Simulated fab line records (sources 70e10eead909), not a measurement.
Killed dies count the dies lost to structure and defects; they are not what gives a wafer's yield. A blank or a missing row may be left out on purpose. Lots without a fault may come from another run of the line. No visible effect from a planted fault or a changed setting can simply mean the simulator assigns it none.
Chamber matching    flow nand harc    3 sister chambers for NHARC_A_STAIRCASE_DEP_471 on pecvd-01
The step deposits SiO2, target thk 100 nm. 6 wafers are shown with their chamber, then 10 later ones without.

## WAFERS PAIRED WITH THEIR CHAMBERS
wafer   chamber  throttle valve pct (%)  heater power w (W)
L085.2  0        16.7                    536
L089.1  2        16.1                    506
L089.3  1        16.6                    650
L089.6  2        16.0                    499
L086.1  1        16.6                    512
L086.5  0        16.8                    491

## WAFERS WITHOUT THEIR CHAMBER
wafer   throttle valve pct (%)  heater power w (W)
L086.6  15.9                    484
L093.4  16.8                    522
L093.5  16.7                    493
L093.6  16.1                    547
L092.2  16.1                    581
L092.4  16.7                    520
L092.5  16.8                    516
L094.3  16.3                    463
L094.4  16.1                    564
L094.5  15.9                    573

## EACH ONE'S CHAMBER
wafer    from the rows above       in truth
L086.6   2                         2
L093.4   0                         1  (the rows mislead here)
L093.5   can't be placed: 0 or 1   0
L093.6   2                         2
L092.2   2                         2
L092.4   can't be placed: 0 or 1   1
L092.5   0                         0
L094.3   can't be placed: 2 or 1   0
L094.4   2                         2
L094.5   2                         2
6 of 10 placed correctly. These rows do not allow placing 3 (true chamber among the candidates in 2). Wrongly placed: 1.
How it was worked out, from the rows above alone: a wafer's distance from a chamber is the root of the sum, over the readings, of the square of ((its reading less the chamber's mean) divided by the reading's scatter). The wafer belongs to the nearest chamber; if the next one is less than 2 further off, it can't be placed. The mean given for a chamber averages the wafers shown for that chamber. The scatter is the square root of a quotient: the sum, over the shown wafers, of each reading's squared deviation from its chamber's mean, divided by wafers minus chambers.
